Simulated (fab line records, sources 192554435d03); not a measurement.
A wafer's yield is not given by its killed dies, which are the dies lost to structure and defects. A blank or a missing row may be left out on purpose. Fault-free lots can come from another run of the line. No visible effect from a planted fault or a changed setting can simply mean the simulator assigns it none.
Struck lot and sound lot, side by side / flow n5_finfet / 37 steps out of a route of 1938
Sound: these wafers, L218.2, L218.5, L218.6. Struck: wafers L228.1, L228.2, L228.4. The cause is given at the end.
For every step that has rows: the tool of each side, followed by ch and its chambers, followed by its first start. Under that, the readings that differ: sound wafers / struck wafers / difference of the means / sigmas: that difference in standard deviations of wafers without a fault.
alike: a reading whose means differ by less than 2 such deviations, as well as words and numbers matching on both sides. not compared: withheld readings; readings where some wafer has no value; bounds like >300 that might hide an equal value; numbers whose values overlap and for which the record gives no deviation.
The two part at a step that has a row with sigmas, a row that says differs or no value, or rows on one side only. Non-overlapping numbers with no deviation appear without sigmas and do not part them. Lack of a reading on every wafer of one side parts them only where that side has two or more wafers.

first, 9 steps without rows for these wafers: N5_BEOL_M2_ANNEAL_95 (time 240 s); N5_BEOL_M2_SPUTTER_96 (material Cu, target thk 4.5 nm, time 8.29 s); N5_BEOL_M2_ECD_50 (material Cu, target thk 300 nm); N5_BEOL_M2_ANNEAL_51 (time 90 s); N5_BEOL_M2_CMP_52 (polishes, stops on SiOC, t overpolish 6.8 s, target thk 40 nm); N5_BEOL_M2_PRE_CLEAN_60 (time 15 s); N5_BEOL_M2_CO_CAP_55 (material Co, precursor CCTBA/H2, target thk 2 nm, time 102.1 s); N5_BEOL_M2_PRE_CLEAN_56 (time 15 s); N5_BEOL_M2_DEP_57 (deposits SiCN from 3MS/NH3, target thk 8 nm, time 14 s).
N5_BEOL_M3_ILD_DEP_00: deposits SiOC from DEMS/O2, target thk 79 nm, time 15.3 s.
  sound on pecvd-04 ch 0,1, day 9 19:02; struck on pecvd-04 ch 0,1,2, day 11 22:42
reading=model.SiOC_of_BEOL_M3_ILD_DEP_00.thk_nm (nm); sound=80.2 80 81.2; struck=88.4 88.8 90; difference=+8.6; sigmas=
  alike: heater_power_w, showerhead_plenum_p_Torr, throttle_valve_pct
N5_BEOL_M3_THK_MEAS_01:
  sound: film_metro-02 at day 9 19:06; struck: film_metro-02 at day 11 22:46
reading=M3_ILD_THK (nm); sound=80.3 79.9 81.2; struck=88.5 88.8 90.0; difference=+8.6; sigmas=+9
then, 24 steps without rows for these wafers: N5_BEOL_M3_PECVD_72 (deposits SiO2 from TEOS/O2, target thk 16 nm, time 18 s); N5_BEOL_M3_HM_DEP_02 (deposits TiN, target thk 20 nm); N5_BEOL_M3_COAT_61 (time 60 s, resist thk 60 nm); N5_BEOL_M3_COAT_62 (time 60 s, resist thk 12 nm); N5_BEOL_M3_COAT_73 (time 60 s, resist thk 5 nm); N5_BEOL_M3_COAT_05 (resist thk 30 nm); N5_BEOL_M3_EBR_07; N5_BEOL_M3_SOFTBAKE_06 (time 60 s); N5_BEOL_M3_EXPOSE_08 (exposes mask M3); N5_BEOL_M3_PEB_09 (peb time 60 s); N5_BEOL_M3_DEVELOP_10 (develop time 30 s); N5_BEOL_M3_DESCUM_16 (chemistry O2, time 7 s); N5_BEOL_M3_ETCH_74 (etches underlayer in N2/H2, target depth 6.5 nm, time 5.2 s); N5_BEOL_M3_ETCH_63 (etches SiARC in CF4, target depth 15.6 nm, time 26 s); N5_BEOL_M3_ETCH_64 (etches SOC in N2/H2, target depth 75 nm, overetch 15 nm, time 112.5 s); N5_BEOL_M3_STRIP_65 (strips in N2/H2); N5_BEOL_M3_STRIP_75 (strips in N2/H2); N5_BEOL_M3_STRIP_66 (strips in CF4); N5_BEOL_M3_HM_OPEN_17 (chemistry Cl2/BCl3, target TiN, target depth 20 nm, overetch 6 nm); N5_BEOL_M3_STRIP_19 (strips in O2); N5_BEOL_M3_COAT_67 (time 60 s, resist thk 60 nm); N5_BEOL_M3_COAT_68 (time 60 s, resist thk 12 nm); N5_BEOL_M3_COAT_76 (time 60 s, resist thk 5 nm); N5_BEOL_M3_COAT_22 (resist thk 30 nm).
N5_BEOL_M3_CMP_52: polishes, stops on SiOC, t overpolish 6.8 s, target thk 40 nm.
  sound on cmp-03 ch 0,2,3, day 10 04:24; struck on cmp-04 ch 1,2,3, day 12 18:10
reading=model.SiOC_of_BEOL_M3_ILD_DEP_00.thk_nm (nm); sound=77.2 77 78.2; struck=85.4 85.8 87; difference=+8.6; sigmas=
reading=model.Cu_of_BEOL_M3_ECD_50.thk_nm (nm); sound=42.2 41 42.8; struck=50 50.8 51.8; difference=+9; sigmas=
  alike: edge_zone_pressure_frac, motor_current_A
N5_BEOL_M4_RC_MEAS_101:
  sound on prober-01 ch 0, day 11 18:41; struck on prober-01 ch 0, day 13 22:10
  alike: DIBL_N, DIBL_P, IOFF_N, IOFF_P, ION_N, ION_P, SS_N, SS_P, VT_N, VT_P

== WHERE THEY PART ==
Only at N5_BEOL_M3_THK_MEAS_01, as far as this record shows. Later steps at which nothing parts them and some readings are alike: N5_BEOL_M3_CMP_52, N5_BEOL_M4_RC_MEAS_101.

WHY: the cause the simulator had injected
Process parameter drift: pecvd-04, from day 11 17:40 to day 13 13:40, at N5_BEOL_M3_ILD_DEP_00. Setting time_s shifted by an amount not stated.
